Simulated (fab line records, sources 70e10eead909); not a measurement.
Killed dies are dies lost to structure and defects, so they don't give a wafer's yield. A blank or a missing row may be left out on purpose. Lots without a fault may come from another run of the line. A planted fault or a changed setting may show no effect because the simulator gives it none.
Chamber matching | flow nand_harc | NHARC_P_M2_STRIP_18 on rie_diel-10: 4 sister chambers
The step strips in N2/H2. 14 wafers are shown with their chamber, then 7 later ones without.

WAFERS WITH THEIR CHAMBER
wafer  | chamber | showerhead_plenum_p_Torr (Torr) | drypump_motor_current_A (A) | rf_vpp_V (V)
L074.1 | 3       | 2.11                            | 5.4                         | 90.8
L074.2 | 2       | 2.10                            | 6.1                         | 91.5
L074.5 | 2       | 2.10                            | 6.1                         | 91.6
L081.2 | 2       | 2.10                            | 6.1                         | 89.7
L081.3 | 0       | 1.91                            | 6.0                         | 90.0
L081.6 | 0       | 1.91                            | 6.0                         | 87.7
L084.2 | 1       | 1.94                            | 5.6                         | 89.2
L084.3 | 2       | 2.09                            | 6.1                         | 91.7
L084.4 | 0       | 1.91                            | 5.9                         | 90.1
L087.1 | 3       | 2.11                            | 5.4                         | 91.0
L087.5 | 2       | 2.09                            | 6.1                         | 91.0
L087.6 | 1       | 1.94                            | 5.7                         | 88.3
L088.3 | 3       | 2.11                            | 5.4                         | 91.2
L088.5 | 0       | 1.91                            | 6.0                         | 89.3

SIGNATURES (means of the wafers above)
reading                  | chamber 0 | chamber 1 | chamber 2 | chamber 3 | scatter within a chamber
showerhead_plenum_p_Torr | 1.9100    | 1.9400    | 2.0960    | 2.1100    | 0.00346
drypump_motor_current_A  | 5.975     | 5.650     | 6.100     | 5.400     | 0.0354
rf_vpp_V                 | 89.275    | 88.750    | 91.100    | 91.000    | 0.831
Rule: a wafer's distance from a chamber is the root of the sum, over the readings, of the square of ((its reading less the chamber's mean) divided by the reading's scatter). The wafer belongs to the nearest chamber; if the next one is less than 2 further off, it can't be placed. The scatter: the root of (the sum of the squares of (reading less its chamber's mean) over the shown wafers, divided by (wafers less chambers)).

WAFERS WITHOUT THEIR CHAMBER
wafer  | showerhead_plenum_p_Torr (Torr) | drypump_motor_current_A (A) | rf_vpp_V (V)
L088.6 | 1.94                            | 5.6                         | 90.2
L090.1 | 2.09                            | 6.1                         | 91.8
L090.2 | 1.94                            | 5.6                         | 89.8
L090.5 | 2.11                            | 5.4                         | 91.9
L095.2 | 1.94                            | 5.7                         | 90.6
L095.4 | 2.11                            | 5.4                         | 90.7
L095.6 | 1.94                            | 5.7                         | 90.8

WHICH CHAMBER EACH WENT THROUGH
wafer  | from the rows above | in truth
L088.6 | 1                   | 1
L090.1 | 2                   | 2
L090.2 | 1                   | 1
L090.5 | 3                   | 3
L095.2 | 1                   | 1
L095.4 | 3                   | 3
L095.6 | 1                   | 1
Placed correctly: 7 of 7. Can't be placed from these rows: 0. Placed wrongly: 0.
